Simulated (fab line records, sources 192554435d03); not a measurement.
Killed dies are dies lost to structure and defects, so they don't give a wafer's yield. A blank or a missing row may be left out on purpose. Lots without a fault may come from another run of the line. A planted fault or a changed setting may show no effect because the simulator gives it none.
A struck lot beside a sound one | flow n5_finfet | 19 steps out of a route of 1938
Sound: wafers L263.2, L263.4, L263.5. Struck: wafers L278.2, L278.3, L278.4. The cause comes at the end.
At each step with rows: each side's tool, then ch and its chambers, then its first start. Under that, the readings that differ: sound wafers | struck wafers | difference of the means | sigmas: that difference in standard deviations of wafers without a fault.
alike: readings whose means differ by less than 2 such deviations, and words and numbers that are the same on both sides. not compared: withheld readings, readings that some wafer has no value for, bounds like >300 that may hide the same value, and numbers for which the record gives no deviation and whose values overlap.
The two part at a step that has a row with sigmas, a row that says differs or no value, or rows on one side only. Numbers that don't overlap but have no deviation are shown without sigmas and don't part them. A reading that every wafer of one side lacks parts them only if that side has two wafers or more.

first, 1 step without rows for these wafers: N5_MIM_TOP_LITHO_HARDBAKE_09 (time 120 s).
N5_MIM_TOP_LITHO_CD_MEAS_08: target cd 2000 nm.
  sound on cd_sem-03 ch 0, day 13 11:52; struck on cd_sem-02 ch 0, day 17 04:07
  alike: cd_nm
N5_MIM_TOP_LITHO_OVL_MEAS_11:
  sound on overlay-02 ch 0, day 13 11:53; struck on overlay-02 ch 0, day 17 04:09
  alike: MIM_TOP_OVL
N5_MIM_TOP_LITHO_INSPECT_12: inspects for defects (macro).
  sound on defect_inspect-01, day 13 11:55; struck on defect_inspect-02, day 17 04:11
  alike: raw_defect_count
N5_MIM_TOP_LITHO_DESCUM_10: chemistry O2, time 7.9 s.
  sound on rie_diel-05 ch 0,1, day 13 11:57; struck on rie_diel-05 ch 1,2, day 17 04:13
  alike: drypump_motor_current_A, o2_flow_sccm, oes_product_au, rf_vpp_V, showerhead_plenum_p_Torr, throttle_valve_pct
  not compared: rf_hours_counter_h
N5_MIM_TOP_ETCH_ETCH_00: etches TiN in Cl2/BCl3, target depth 38.5 nm.
  sound on rie_metal-02 ch 1, day 13 12:02; struck on rie_metal-03 ch 0,1, day 17 04:18
  alike: drypump_motor_current_A, mfc_ar_sccm, oes_ar_750_au, oes_product_au, throttle_valve_pct
  not compared: rf_hours_counter_h
N5_MIM_TOP_ETCH_STRIP_01: strips in O2.
  sound on rie_diel-01 ch 0,2, day 13 12:10; struck on rie_diel-02 ch 0,1,2, day 17 04:31
  alike: drypump_motor_current_A, o2_flow_sccm, oes_product_au, rf_vpp_V, showerhead_plenum_p_Torr, throttle_valve_pct
  not compared: rf_hours_counter_h
N5_MIM_TOP_ETCH_PECVD_03: deposits SiNx from SiH4/NH3/N2, target thk 20 nm, time 17.6 s.
  sound on pecvd-02 ch 0,2, day 13 12:14; struck on pecvd-04 ch 0,2, day 17 04:34
  reading            | sound       | struck      | difference | sigmas
  heater_power_w (W) | 567 566 822 | 844 741 831 | +154       | +2
  alike: showerhead_plenum_p_Torr, throttle_valve_pct
then, 4 steps without rows for these wafers: N5_MIM_BOT_LITHO_HMDS_01 (time 60 s); N5_MIM_BOT_LITHO_COAT_02; N5_MIM_BOT_LITHO_EBR_04; N5_MIM_BOT_LITHO_SOFTBAKE_03 (time 90 s).
N5_MIM_BOT_LITHO_EXPOSE_05: exposes mask MIM BOT.
  sound on krf_scanner-01 ch 0, day 13 12:33; struck on krf_scanner-01 ch 0, day 17 04:54
  reading              | sound                | struck               | difference | sigmas
  exposure_dose_mJ_cm2 | 24.247 24.258 24.234 | 25.001 25.002 24.971 | +0.745     | +31
  alike: mask
then, 3 steps without rows for these wafers: N5_MIM_BOT_LITHO_PEB_06; N5_MIM_BOT_LITHO_DEVELOP_07 (develop time 60 s); N5_MIM_BOT_LITHO_HARDBAKE_09 (time 120 s).
N5_MIM_BOT_LITHO_CD_MEAS_08: target cd 3000 nm.
  sound on cd_sem-01 ch 0, day 13 12:43; struck on cd_sem-02 ch 0, day 17 05:05
  alike: cd_nm
N5_MIM_BOT_LITHO_OVL_MEAS_11:
  sound on overlay-01 ch 0, day 13 12:45; struck on overlay-02 ch 0, day 17 05:06
  alike: MIM_BOT_OVL
N5_PASSIVATION_PROBE_49:
  sound on prober-01, day 13 23:19; struck on prober-02, day 17 14:31
  reading      | sound    | struck   | difference | sigmas
  killed_short | 39 52 47 | 17 29 23 | -23        | -3
  alike: defect_limited_yield, killed_at_M0_to_M3, killed_at_M4_up, killed_at_contacts, killed_at_front_end, killed_at_other, killed_dies, killed_open, sort_bin_5_function, sort_bin_6_memory, sort_n_pass, sort_yield_pct

WHERE THEY PART
First at N5_MIM_TOP_ETCH_PECVD_03; last, within this record, at N5_PASSIVATION_PROBE_49.

WHY: what the simulator had put in
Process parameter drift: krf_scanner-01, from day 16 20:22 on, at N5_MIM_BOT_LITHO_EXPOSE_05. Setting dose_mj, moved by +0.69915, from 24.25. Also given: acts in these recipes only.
